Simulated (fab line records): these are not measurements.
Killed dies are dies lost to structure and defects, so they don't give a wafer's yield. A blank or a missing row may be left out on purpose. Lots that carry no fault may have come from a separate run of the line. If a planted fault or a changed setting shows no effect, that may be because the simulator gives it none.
Which tool did it? -- flow nandHarc -- 24 lots with 72 wafers sampled at 2 steps, on a route of 1302 steps

== WHAT EACH GAUGE READ, for each wafer ==
NHARC_P_GATE_INSPECT_28. Usual: 6.9 for rawDefectCount, sd 2.9.
lot,measured,on,rawDefectCount,flag
L074,day 5 05:25,defectInspect-02,10 3 7,
L075,day 5 13:43,defectInspect-01,7 5 8,
L076,day 5 18:49,defectInspect-01,10 8 14,
L077,day 6 12:43,defectInspect-02,5 2 4,
L078,day 6 12:52,defectInspect-02,10 7 8,
L079,day 7 07:28,defectInspect-01,7 3 7,
L080,day 7 12:28,defectInspect-02,7 7 16,
L081,day 7 23:08,defectInspect-02,9 7 7,
L082,day 8 06:57,defectInspect-02,6 4 11,
L083,day 9 00:52,defectInspect-01,8 3 9,
L084,day 9 08:04,defectInspect-02,4 4 5,
L085,day 9 17:07,defectInspect-02,5 13 11,
L086,day 9 22:43,defectInspect-01,10 6 5,
L087,day 10 21:56,defectInspect-02,9 7 6,
L088,day 10 22:41,defectInspect-01,2 8 5,
L089,day 11 02:35,defectInspect-01,6 5 5,
L090,day 11 18:32,defectInspect-01,12 3 11,
L091,day 11 23:31,defectInspect-01,11 3 2,
L092,day 12 16:05,defectInspect-01,6 9 4,
L093,day 12 16:24,defectInspect-02,8 11 7,
L094,day 13 12:52,defectInspect-01,7 15 9,
L095,day 13 17:27,defectInspect-01,7 5 8,
L096,day 14 06:37,defectInspect-02,7 5 2,
L097,day 14 21:25,defectInspect-01,6 5 6,

== WHAT TOOL EACH LOT RAN ON (gives the tool, then ch and the chambers of the sampled wafers, and finally the start) ==
lot,NHARC_P_STI_CMP_21
L074,"cmp-02 ch 1,2, day 3 19:59"
L075,"cmp-02 ch 0,2,3, day 4 01:49"
L076,"cmp-01 ch 1,2,3, day 4 09:29"
L077,"cmp-04 ch 0,2,3, day 4 23:58"
L078,"cmp-01 ch 1,2,3, day 5 05:02"
L079,"cmp-01 ch 0,2,3, day 5 19:48"
L080,"cmp-01 ch 0,3, day 6 02:23"
L081,"cmp-04 ch 2,3, day 6 15:14"
L082,"cmp-04 ch 1,2, day 6 21:54"
L083,"cmp-01 ch 0,3, day 7 11:27"
L084,"cmp-01 ch 0,1,3, day 7 18:48"
L085,"cmp-01 ch 1,3, day 8 06:38"
L086,"cmp-04 ch 0,1,3, day 8 14:30"
L087,"cmp-01 ch 0,1, day 9 15:23"
L088,"cmp-02 ch 0,1,2, day 9 15:25"
L089,"cmp-01 ch 0,2,3, day 9 19:16"
L090,"cmp-01 ch 0,1,2, day 10 07:32"
L091,"cmp-01 ch 2,3, day 10 16:41"
L092,"cmp-04 ch 0,1,2, day 11 04:11"
L093,"cmp-01 ch 0,2, day 11 12:01"
L094,"cmp-02 ch 0,1,3, day 12 01:29"
L095,"cmp-02 ch 1,3, day 12 09:38"
L096,"cmp-02 ch 1,2, day 12 20:55"
L097,"cmp-04 ch 0,3, day 13 10:18"
- NHARC_P_STI_CMP_21: polishes, t overpolish 20 s, target thk 380.67 nm.

== AS READ BY THE TOOLS THEMSELVES (means over the sampled wafers that have a number; for cases with no such wafer, the mark the record gives instead) ==
NHARC_P_STI_CMP_21. Usual: motorCurrentA 11.4 A, standard deviation 1.1; overpolishRunS 20.000 s, standard deviation 0.0092.
lot,tool,motorCurrentA (A),overpolishRunS (s),flag
L074,cmp-02,11.9,20.005,
L075,cmp-02,12.5,19.998,
L076,cmp-01,10.2,19.994,
L077,cmp-04,11.1,19.998,
L078,cmp-01,10.7,19.999,
L079,cmp-01,11.7,20.007,
L080,cmp-01,12.3,20.002,
L081,cmp-04,10.8,19.999,
L082,cmp-04,12.4,20.002,
L083,cmp-01,11.7,20.002,
L084,cmp-01,11.3,19.995,
L085,cmp-01,10.2,19.994,
L086,cmp-04,11.4,20.004,
L087,cmp-01,10.9,20.001,
L088,cmp-02,12.5,19.996,
L089,cmp-01,11.4,19.998,
L090,cmp-01,10.9,19.995,
L091,cmp-01,10.6,19.989,
L092,cmp-04,12.0,20.012,
L093,cmp-01,11.7,20.008,
L094,cmp-02,12.3,20.007,
L095,cmp-02,11.6,19.996,
L096,cmp-02,11.9,19.999,
L097,cmp-04,10.4,20.006,

== THE ANSWER, worked out from the rows above alone ==
Rule: a lot counts as off when the mean over its wafers that have a number is more than 3 standard deviations away from the usual mean. A lot without any number at a reading at which 4 lots or more have one is off too. Where the step has rows for the other lots, those lots are counted as sound. First the gauges in route order, then the tools' own readings, where a lot's mean is used as printed above. The first step at which some lot is off is used, and at that step the reading that is off furthest; a lot without a number counts as furthest.
No lot is off at any reading shown: from this, nothing can be told.

== WHAT HAD BEEN PUT IN BY THE SIMULATOR ==
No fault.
